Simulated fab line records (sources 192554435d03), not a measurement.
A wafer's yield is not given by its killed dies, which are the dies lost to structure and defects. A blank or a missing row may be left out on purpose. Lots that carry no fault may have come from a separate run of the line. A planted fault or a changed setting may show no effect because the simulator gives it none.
fab line records    flow n5Finfet
record lots=7  wafers=39
route steps=1938 shown WELL_APT@24 FIN_SAQP@102 DUMMY_GATE@228 SD_EPI_P@321 HKMG_FIN@421 MOL_CONTACT_COAG@581 BEOL_M4@1111
startH: hours from the record's first day to the start of the lot's first wafer shown    waitH: how many hours have passed since the lot's step before this one    " identical to the entry in the row above    L1.1+2: several wafers, shown together as one row    - no value present, or no start provided    * or withheld: withheld    < > ~ a bound
route shown NAME@n: names a module that has steps shown in the file, with the first one's number in the route    usual: average and standard deviation across the fault-free wafers    same: alike in all rows    chamber/n: place in a boat    sites: each site's reading    _std_site: the standard deviation of these    _edge_site: the outer-site mean with the inner-site mean subtracted    radiusMm: for every site, how far away it sits from the centre of the wafer    mask NAME#n: copy n    behind: the last tool/chamber to shape the wafer    hold: the reason the lot was held/the length of the hold in hours/how it ended    device: the transistor (n, p or np) that didn't switch    end of line: the same wafers' tests at the end of the route    step lacking rows: just its recipe    killed: at the first sort, the dies lost to defects and structure; wafer yield is something else    map: dies across one wafer; x = killed, . = not, _ = none there
set.NAME: setting as actually run; set.NAME@STEP: the setting as run at that earlier step    model.NAME: the simulator's own value behind a step, which no gauge read
lots with deliberately changed settings; one table per step, one row per wafer
## steps
# step N5_WELL_APT_EXPOSE_05
# recipe maskId=NWELL  na=0.8  sourceShape=conventional  sigmaOuter=0.8  polarization=unpolarized  defocusNm=0  targetCdNm=200  doseMj=20.3
# step N5_FIN_SAQP_HM_DEP_72
# recipe material=SiO2  targetThkA=120  tempC=400  precursor=SiH4/N2O  pressureTorr=0.75  rfW=275  timeS=7.2
# step N5_DUMMY_GATE_EXPOSE_12
# recipe maskId=GATE  na=0.33  sourceShape=annular  sigmaInner=0.2  sigmaOuter=0.6  polarization=unpolarized  targetCdNm=25  doseMj=34
# step N5_DUMMY_GATE_ETCH_32
# recipe chemistry=CF4  target=SiO2  targetDepthA=35  timeS=3.9  ionEnergyEv=350  pressureMtorr=10  icpW=800  biasW=400  cf4FlowSccm=80
# step N5_SD_EPI_P_EPI_21
# recipe material=SiGe:B  dopant=B  tempC=550  pressureTorr=20  ambient=H2  timeS=355
# step N5_HKMG_FIN_PWFM_ALD_03
# recipe material=TiN  targetThkA=20  tempC=400  aldPrecursorFamily=TiCl4  aldCoReactant=NH3  pulseTimeS=1  purgeTimeS=3  coReactantPurgeTimeS=2  coReactantPulseTimeS=2  aldCycles=91  pressureTorr=3
# step N5_MOL_CONTACT_COAG_ETCH_91
# recipe chemistry=N2/H2  target=SOC  targetDepthA=600  overetchA=210  maskMaterial=SiARC  tempC=40  timeS=101.2  ionEnergyEv=200  pressureMtorr=30  sourceW=840  biasW=150  n2FlowSccm=200  h2FlowSccm=200
# step N5_BEOL_M4_RC_MEAS_101
# usual DIBL_N=35.9/1.3  DIBL_P=35.9/1.5  IOFF_N=0.152/0.023  IOFF_N_85C=3.0/0.37  RS_SD_P=65.9/1.3
lot.wafer  tool       chamber  startH  waitH  set.doseMj@WELL_APT_EXPOSE_05  set.targetThkA@FIN_SAQP_HM_DEP_72  set.doseMj@DUMMY_GATE_EXPOSE_12  set.timeS@DUMMY_GATE_ETCH_32  set.tempC@SD_EPI_P_EPI_21  set.tempC@HKMG_FIN_PWFM_ALD_03  set.timeS@MOL_CONTACT_COAG_ETCH_91  DIBL_N[mV/V]  DIBL_P[mV/V]  IOFF_N[nA/um]  IOFF_N_85C[nA/um]  RS_SD_P[ohm/sq]
L075.1     prober-01  0        186.74  0.0    20.3                           120                                32.74                            3.054                         550                        400                             101.2                               33.6          35.8          0.142          2.8                65.9
L075.2     "          0        "       "      20.3                           109.5                              34                               3.9                           552.4                      409.9                           101.2                               36.3          39.0          0.184          3.5                63.7
L075.3     "          0        "       "      20.3                           120                                34                               3.054                         552.4                      400                             101.2                               36.2          37.5          0.183          3.4                63.3
L075.4     "          0        "       "      20.3                           109.5                              34                               3.9                           550                        400                             101.2                               35.3          38.1          0.163          3.1                66.6
L075.5     "          0        "       "      20.3                           109.5                              32.74                            3.054                         550                        409.9                           101.2                               32.6          33.4          0.127          2.6                66.4
L075.6     "          0        "       "      20.3                           120                                32.74                            3.9                           552.4                      409.9                           101.2                               34.0          34.5          0.149          2.9                62.8
L078.1     prober-01  0        213.05  0.0    20.3                           120                                34                               3.9                           550                        415.3                           101.2                               35.6          35.9          0.123          2.6                66.1
L078.2     "          0        "       "      18.77                          120                                34                               3.9                           550                        400                             101.2                               36.6          34.1          0.135          2.8                66.4
L078.3     "          0        "       "      18.77                          120                                34                               3.9                           550                        415.3                           122.8                               36.8          37.1          0.144          2.9                65.3
L078.4     "          0        "       "      18.77                          120                                34                               3.9                           551.2                      400                             101.2                               35.9          35.9          0.131          2.7                64.1
L078.5     "          0        "       "      20.3                           120                                34                               3.9                           551.2                      400                             122.8                               35.3          32.3          0.122          2.6                64.1
L078.6     "          0        "       "      20.3                           120                                34                               3.9                           551.2                      415.3                           122.8                               37.3          35.6          0.162          3.3                64.4
L080.1     prober-02  0        230.87  0.0    20.3                           120                                34                               3.9                           550                        400                             119.9                               36.6          35.2          0.144          2.9                66.9
L080.2     "          0        "       "      20.3                           128.5                              31.46                            3.9                           550                        406                             101.2                               32.6          31.4          0.106          2.3                67.0
L080.3     "          0        "       "      20.3                           120                                34                               3.9                           550                        400                             101.2                               35.4          34.6          0.131          2.7                67.1
L080.4     "          0        "       "      19.18                          128.5                              34                               3.9                           550                        406                             119.9                               37.0          36.0          0.162          3.2                67.9
L080.5     "          0        "       "      19.18                          120                                31.46                            3.9                           550                        406                             101.2                               32.5          31.1          0.101          2.1                67.0
L080.6     "          0        "       "      19.18                          128.5                              31.46                            3.9                           550                        400                             119.9                               31.4          28.9          0.090          2.0                67.6
L084.1     prober-02  0        247.96  0.3    20.3                           110.3                              34                               4.444                         551.5                      400                             101.2                               38.3          36.2          0.226          4.0                64.2
L084.2     "          0        "       "      20.3                           120                                35.39                            4.444                         550                        400                             101.2                               39.9          40.1          0.259          4.6                66.7
L084.3     "          0        "       "      20.3                           120                                34                               3.9                           551.5                      400                             101.2                               37.8          37.5          0.194          3.6                64.4
L084.4     "          0        "       "      20.3                           110.3                              34                               4.444                         550                        400                             101.2                               36.9          34.1          0.182          3.4                66.3
L084.5     "          0        "       "      20.3                           110.3                              35.39                            3.9                           550                        400                             101.2                               39.2          39.4          0.227          4.1                66.0
L084.6     "          0        "       "      20.3                           120                                35.39                            3.9                           551.5                      400                             101.2                               40.9          38.7          0.267          4.8                63.0
L085.1     prober-01  0        266.27  0.0    20.3                           120                                34                               3.9                           550                        400                             101.2                               35.2          36.2          0.158          3.2                67.8
L085.5     "          0        "       "      20.3                           120                                34                               3.9                           550                        400                             101.2                               33.9          35.4          0.142          2.9                68.6
L085.6     "          0        "       "      20.3                           120                                34                               3.9                           550                        400                             101.2                               35.8          36.4          0.160          3.2                68.4
L088.1     prober-01  0        271.93  0.0    20.3                           120                                35.27                            3.9                           553.5                      400                             101.2                               36.0          37.9          0.186          3.5                60.4
L088.2     "          0        "       "      20.3                           120                                34                               3.28                          553.5                      393.3                           101.2                               34.1          36.2          0.155          3.1                59.3
L088.3     "          0        "       "      20.3                           120                                34                               3.9                           550                        393.3                           101.2                               35.4          38.1          0.178          3.4                66.2
L088.4     "          0        "       "      20.3                           120                                34                               3.9                           553.5                      400                             101.2                               34.4          36.4          0.150          2.9                60.5
L088.5     "          0        "       "      20.3                           120                                35.27                            3.28                          550                        400                             101.2                               35.2          37.0          0.166          3.2                65.2
L088.6     "          0        "       "      20.3                           120                                35.27                            3.28                          550                        393.3                           101.2                               35.5          37.9          0.180          3.4                65.9
L095.1     prober-02  0        313.43  0.0    20.3                           120                                34                               3.298                         550                        400                             101.2                               34.7          35.2          0.124          2.5                67.9
L095.2     "          0        "       "      20.3                           120                                35.11                            3.9                           552.9                      400                             108.6                               36.9          38.0          0.152          2.9                62.3
L095.3     "          0        "       "      20.3                           120                                34                               3.298                         552.9                      400                             108.6                               33.6          34.1          0.110          2.2                62.7
L095.4     "          0        "       "      20.3                           120                                35.11                            3.9                           550                        400                             108.6                               37.2          39.0          0.166          3.1                66.4
L095.5     "          0        "       "      20.3                           120                                34                               3.9                           552.9                      400                             101.2                               35.0          36.7          0.132          2.6                62.6
L095.6     "          0        "       "      20.3                           120                                35.11                            3.298                         550                        400                             101.2                               36.8          38.8          0.164          3.1                67.3
## key
split step=N5_WELL_APT_EXPOSE_05  setting=doseMj  statedAs=20.3
response none clear
split step=N5_FIN_SAQP_HM_DEP_72  setting=targetThkA  statedAs=120
response none clear
split step=N5_DUMMY_GATE_EXPOSE_12  setting=doseMj  statedAs=34
response step=N5_BEOL_M4_RC_MEAS_101  reading=DIBL_N  slope=+0.579  per=1%  togetherWith=all  explained=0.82
response step=N5_BEOL_M4_RC_MEAS_101  reading=DIBL_P  slope=+0.75  per=1%  togetherWith=all  explained=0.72
response step=N5_BEOL_M4_RC_MEAS_101  reading=IOFF_N_85C  slope=+0.137  per=1%  togetherWith=all  explained=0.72
response step=N5_BEOL_M4_RC_MEAS_101  reading=IOFF_N  slope=+0.00836  per=1%  togetherWith=all  explained=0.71
split step=N5_DUMMY_GATE_ETCH_32  setting=timeS  statedAs=3.9
response none clear
split step=N5_SD_EPI_P_EPI_21  setting=tempC  statedAs=550
response step=N5_BEOL_M4_RC_MEAS_101  reading=RS_SD_P  slope=-8.6  per=1%  togetherWith=all  explained=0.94
split step=N5_HKMG_FIN_PWFM_ALD_03  setting=tempC  statedAs=400
response none clear
split step=N5_MOL_CONTACT_COAG_ETCH_91  setting=timeS  statedAs=101.2
response none clear
